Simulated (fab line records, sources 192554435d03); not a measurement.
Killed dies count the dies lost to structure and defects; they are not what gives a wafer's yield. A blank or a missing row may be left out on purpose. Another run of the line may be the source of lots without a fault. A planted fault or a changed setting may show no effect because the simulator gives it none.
Chamber matching -- flow n5-finfet -- 3 sister chambers for N5_BEOL_M3_CO_CAP_55 on cvd-co-02
The step material Co, precursor CCTBA/H2, target thk 2 nm, time 102.1 s. 3 wafers are shown with their chamber, then 12 later ones without.

WAFERS, EACH WITH ITS CHAMBER
wafer,chamber,heater-power-w (W)
L088.2,2,233
L089.3,0,181
L089.4,1,273

WAFERS WITHOUT THEIR CHAMBER
wafer,heater-power-w (W)
L091.1,272
L091.2,186
L091.4,232
L094.1,269
L094.2,234
L094.3,184
L096.1,236
L096.5,180
L096.6,232
L097.1,183
L097.3,273
L097.5,271

WHICH CHAMBER EACH ONE RAN IN
wafer,from the rows above,in truth
L091.1,1,1
L091.2,0,0
L091.4,2,2
L094.1,1,1
L094.2,2,2
L094.3,0,0
L096.1,2,2
L096.5,0,0
L096.6,2,2
L097.1,0,0
L097.3,1,1
L097.5,1,1
Correctly placed: 12 of 12. From these rows, 0 cannot be placed. Number placed wrongly: 0.
How it was worked out, from the rows above alone: a wafer's distance from a chamber is the root of the sum, over the readings, of the square of ((its reading less the chamber's mean) divided by the reading's scatter). If the next closest chamber is less than 2 further off than the closest, the wafer can't be placed; otherwise it belongs to the closest. A chamber's mean is the mean of its shown wafers. The scatter: with one shown wafer a chamber, the root of the mean of the squares of how far each hidden wafer lies from its nearest shown one.
